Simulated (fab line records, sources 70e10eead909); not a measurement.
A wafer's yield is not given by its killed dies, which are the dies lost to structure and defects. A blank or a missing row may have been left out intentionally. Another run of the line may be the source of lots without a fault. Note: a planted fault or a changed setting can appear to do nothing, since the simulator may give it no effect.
Which of the tools did it? ; flow nand-harc ; 36 wafers from 12 lots sampled at 5 of the route's 1159 steps

WHAT THE GAUGES READ, wafer by wafer
NHARC_END_SORT_01. Usual: killed-at-array 27, standard deviation 10; killed-at-other 0.6, standard deviation 0.96; killed-at-periphery 3.4, standard deviation 2.7; killed-dies 31, standard deviation 10; killed-open 2.9, standard deviation 1.8; killed-short 1.8, standard deviation 1.4.
lot;measured;on;killed-at-array;killed-at-other;killed-at-periphery;killed-dies;killed-open;killed-short;flag
L429;day 22 06:22;prober-02;35 34 30;0 0 0;1 1 6;36 35 36;3 2 8;0 0 4;
L428;day 23 03:23;prober-01;35 26;2 0;2 4;39 30;3 5;1 1;
L430;day 23 03:20;prober-02;15;0;1;16;5;3;

EACH LOT AND THE TOOL THAT RAN IT (in order: tool; ch and the chambers of the sampled wafers; start)
lot;NHARC_P_GATE_HM_DEP_102;NHARC_P_GATE_ETCH_32;NHARC_P_GATE_ALD_36;NHARC_P_GATE_STRIP_101
L414;acl-dep-02 ch 0, day 4 19:10;rie-si-02 ch 0,2,3, day 4 21:12;ald-sin-01 ch 2,3, day 4 23:01;rie-diel-01 ch 0,1,2, day 5 07:37
L416;acl-dep-03 ch 0, day 5 06:26;rie-si-05 ch 1,2,3, day 5 08:19;ald-sin-02 ch 1,3, day 5 09:07;rie-diel-01 ch 1,2, day 5 18:49
L418;acl-dep-03 ch 0, day 5 16:30;rie-si-02 ch 0,2, day 5 18:43;ald-sin-02 ch 1,3, day 5 19:32;rie-diel-13 ch 0,1, day 6 05:07
L420;acl-dep-02 ch 0, day 6 04:05;rie-si-01 ch 0,2,3, day 6 06:08;ald-sin-04 ch 1,2,3, day 6 06:56;rie-diel-03 ch 0,1,2, day 6 16:32
L422;acl-dep-01 ch 0, day 6 21:34;rie-si-02 ch 0,1,3, day 6 23:35;ald-sin-02 ch 1,3, day 7 00:23;rie-diel-13 ch 0,1,3, day 7 10:21
L423;acl-dep-02 ch 0, day 6 21:48;rie-si-05 ch 0,2, day 6 23:52;ald-sin-04 ch 1,2,3, day 7 01:44;rie-diel-13 ch 0,3, day 7 10:35
L424;acl-dep-01 ch 0, day 7 02:02;rie-si-05 ch 1,2,3, day 7 04:02;ald-sin-01 ch 0,1, day 7 04:49;rie-diel-03 ch 0,2,3, day 7 14:39
L429;acl-dep-01 ch 0, day 8 01:20;rie-si-01 ch 0,3, day 8 03:17;ald-sin-04 ch 1,2,3, day 8 06:10;rie-diel-13 ch 1,3, day 8 13:38
L428;acl-dep-03 ch 0, day 8 02:00;rie-si-01 ch 1,3, day 8 04:13;ald-sin-04 ch 0,1,3, day 8 12:32;rie-diel-01 ch 0,3, day 8 20:08
L430;acl-dep-01 ch 0, day 8 14:24;rie-si-02 ch 2,3, day 8 16:37;ald-sin-01 ch 0,1,2, day 8 18:28;rie-diel-03 ch 0,2,3, day 9 03:08
L434;acl-dep-02 ch 0, day 9 07:32;rie-si-01 ch 1,2,3, day 9 09:42;ald-sin-01 ch 0,1,3, day 9 10:30;rie-diel-13 ch 0,2,3, day 9 20:06
L437;acl-dep-02 ch 0, day 10 12:22;rie-si-01 ch 0,1,2, day 10 14:16;ald-sin-02 ch 1,2, day 10 16:08;rie-diel-03 ch 0,3, day 11 02:10
- NHARC_P_GATE_HM_DEP_102: deposits aC, target thk 120 nm.
- NHARC_P_GATE_ETCH_32: etches the open film in HBr/Cl2, target depth 150 nm, time 100.1 s.
- NHARC_P_GATE_ALD_36: deposits SiNx, target thk 20 nm, pulse time 60 s, ald cycles 223.
- NHARC_P_GATE_STRIP_101: strips in O2, time 20 s.

WHAT THE TOOLS THEMSELVES READ (means of the sampled wafers that have a number; where no wafer has one, the mark that the record gives instead)
NHARC_P_GATE_HM_DEP_102. Usual: throttle-valve-pct at 35.000 %, with a standard deviation of 0.01.
lot;tool;throttle-valve-pct (%);flag
L414;acl-dep-02;34.998;
L416;acl-dep-03;35.005;
L418;acl-dep-03;34.997;
L420;acl-dep-02;35.000;
L422;acl-dep-01;35.002;
L423;acl-dep-02;34.997;
L424;acl-dep-01;35.002;
L429;acl-dep-01;34.986;
L428;acl-dep-03;35.005;
L430;acl-dep-01;35.004;
L434;acl-dep-02;35.001;
L437;acl-dep-02;34.992;

NHARC_P_GATE_ETCH_32. Usual: bias-w 100.0 W, standard deviation 0.3; drypump-motor-current-A 5.5 A, standard deviation 0.62; he-backside-leak-sccm 2.66 sccm, standard deviation 0.3; oes-product-au 0.994 a.u., standard deviation 0.014; throttle-valve-pct 26.406 %, standard deviation 0.009.
lot;tool;bias-w (W);drypump-motor-current-A (A);he-backside-leak-sccm (sccm);oes-product-au (a.u.);throttle-valve-pct (%);flag
L414;rie-si-02;99.6;5.7;2.55;0.984;26.412;
L416;rie-si-05;100.0;5.3;2.69;0.996;26.408;
L418;rie-si-02;99.7;5.4;2.74;0.998;26.399;
L420;rie-si-01;100.2;5.5;2.60;0.991;26.415;
L422;rie-si-02;100.0;5.6;3.30;0.991;26.407;
L423;rie-si-05;99.8;5.8;2.62;0.988;26.420;
L424;rie-si-05;100.0;5.3;2.70;0.998;26.400;
L429;rie-si-01;100.3;5.1;2.38;1.006;26.404;
L428;rie-si-01;100.1;5.2;2.39;1.014;26.408;
L430;rie-si-02;99.8;5.5;2.46;0.998;26.407;
L434;rie-si-01;100.1;5.6;2.63;1.007;26.408;
L437;rie-si-01;99.9;5.5;2.68;0.994;26.406;

NHARC_P_GATE_ALD_36. Usual: heater-power-w 818 W, standard deviation 54; precursor-pulse-height-rel 1.000, standard deviation 0.021.
lot;tool;heater-power-w (W);precursor-pulse-height-rel;flag
L414;ald-sin-01;832;0.995;
L416;ald-sin-02;883;0.998;
L418;ald-sin-02;902;1.001;
L420;ald-sin-04;774;1.003;
L422;ald-sin-02;897;1.005;
L423;ald-sin-04;780;1.009;
L424;ald-sin-01;828;1.012;
L429;ald-sin-04;767;0.995;
L428;ald-sin-04;766;0.993;
L430;ald-sin-01;819;0.985;
L434;ald-sin-01;857;1.014;
L437;ald-sin-02;887;1.006;

NHARC_P_GATE_STRIP_101. Usual: drypump-motor-current-A 5.7 A, standard deviation 0.44; oes-product-au 1.001 a.u., standard deviation 0.013; rf-vpp-V 57.6 V, standard deviation 0.91; showerhead-plenum-p-Torr 3.49 Torr, standard deviation 0.18; throttle-valve-pct 17.036 %, standard deviation 0.0093.
lot;tool;drypump-motor-current-A (A);oes-product-au (a.u.);rf-vpp-V (V);showerhead-plenum-p-Torr (Torr);throttle-valve-pct (%);flag
L414;rie-diel-01;5.8;0.985;58.2;3.45;17.038;
L416;rie-diel-01;5.6;0.989;56.8;3.45;17.032;
L418;rie-diel-13;6.0;1.003;57.7;3.61;17.032;
L420;rie-diel-03;5.6;1.013;57.8;3.58;17.039;
L422;rie-diel-13;5.6;1.011;57.1;3.46;17.035;
L423;rie-diel-13;5.7;1.013;57.0;3.36;17.032;
L424;rie-diel-03;5.6;1.006;56.9;3.59;17.038;
L429;rie-diel-13;5.5;1.000;57.0;3.56;17.034;
L428;rie-diel-01;5.6;0.978;57.1;3.42;17.037;
L430;rie-diel-03;5.6;1.008;57.9;3.59;17.046;
L434;rie-diel-13;5.6;1.006;58.1;3.33;17.026;
L437;rie-diel-03;5.6;1.004;58.0;3.54;17.047;

THE ANSWER, worked out from the rows above alone
Rule: a lot is off if the mean of its wafers that have a number lies more than 3 standard deviations from the usual mean. A lot without any number at a reading at which 4 lots or more have one is off too. The other lots that the step has rows for count as sound. The gauges are gone through in route order, then the tools' own readings, and for those a lot's mean is taken as printed above. The first step at which some lot is off is used, and at that step the reading that is off furthest; a lot without a number counts as furthest.
Nothing can be told from this: no lot is off at any reading shown.

WHAT THE SIMULATOR HAD PUT IN
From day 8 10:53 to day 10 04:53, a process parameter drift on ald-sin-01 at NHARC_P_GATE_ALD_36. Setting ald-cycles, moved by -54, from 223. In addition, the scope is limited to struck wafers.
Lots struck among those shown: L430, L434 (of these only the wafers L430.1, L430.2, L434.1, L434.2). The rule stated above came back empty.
